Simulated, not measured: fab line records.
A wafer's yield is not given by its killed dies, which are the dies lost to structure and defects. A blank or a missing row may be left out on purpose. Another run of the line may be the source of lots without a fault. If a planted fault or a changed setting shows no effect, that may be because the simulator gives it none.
Which of the tools did it? -- flow n5 finfet -- 24 lots (72 wafers sampled), 1 step of a 1938-step route

WHAT THE GAUGES SHOWED, per wafer
N5_BEOL_M4_INSPECT_30: inspects for defects (brightfield).
lot,measured,on,raw defect count
L074,day 7 09:08,defect inspect-01,339 498 469
L075,day 7 18:47,defect inspect-01,384 396 409
L076,day 8 02:19,defect inspect-02,684 648 375
L077,day 8 03:59,defect inspect-02,350 434 530
L078,day 8 12:24,defect inspect-01,392 566 560
L079,day 8 21:22,defect inspect-01,398 561 428
L080,day 9 07:35,defect inspect-01,387 446 370
L081,day 9 11:28,defect inspect-01,502 381 465
L082,day 9 15:06,defect inspect-01,446 317 791
L083,day 9 17:01,defect inspect-01,390 386 217
L084,day 10 03:35,defect inspect-01,360 371 445
L085,day 10 12:38,defect inspect-01,255 319 308
L086,day 10 16:41,defect inspect-02,472 494 503
L087,day 11 03:04,defect inspect-02,665 570 661
L088,day 11 07:45,defect inspect-01,300 428 448
L089,day 11 13:01,defect inspect-01,370 308 335
L090,day 11 16:05,defect inspect-01,350 457 390
L091,day 11 16:57,defect inspect-02,419 503 378
L092,day 12 00:13,defect inspect-02,472 352 409
L093,day 12 05:19,defect inspect-02,304 414 399
L094,day 13 01:42,defect inspect-02,439 591 552
L096,day 13 01:54,defect inspect-02,439 309 398
L095,day 13 02:00,defect inspect-02,315 462 302
L097,day 13 11:53,defect inspect-02,447 320 413

WHICH TOOL RAN EACH LOT (tool, then ch and the chambers of the sampled wafers, then the start)
No process step before these readings appears in the record.

WHAT THE TOOLS THEMSELVES READ (means of the sampled wafers that have a number; where no wafer has one, the mark that the record gives instead)
The record holds no such reading with a usual standard deviation.

THE ANSWER, worked out from the rows above alone
Rule: the lots themselves supply what counts as usual. The widest of any qualifying gaps counts: lots, ordered by their means at a reading, are off when they make up no more than a third of the lots, leave a main group of 4 or more, and stand apart from it by 3 or more times the standard deviation of that group's means. A main group is skipped when, at the precision printed for the reading in the tables above, its means are all equal. A lot without any number at a reading at which 4 lots or more have one is off too. Where the step has rows for the other lots, those lots are counted as sound. First the gauges in route order, then the tools' own readings, where a lot's mean is used as printed above. The first step at which some lot is off is used, and at that step the reading that is off furthest; a lot without a number counts as furthest.
No lot is off at any reading shown: from this, nothing can be told.

WHAT THE SIMULATOR PUT IN
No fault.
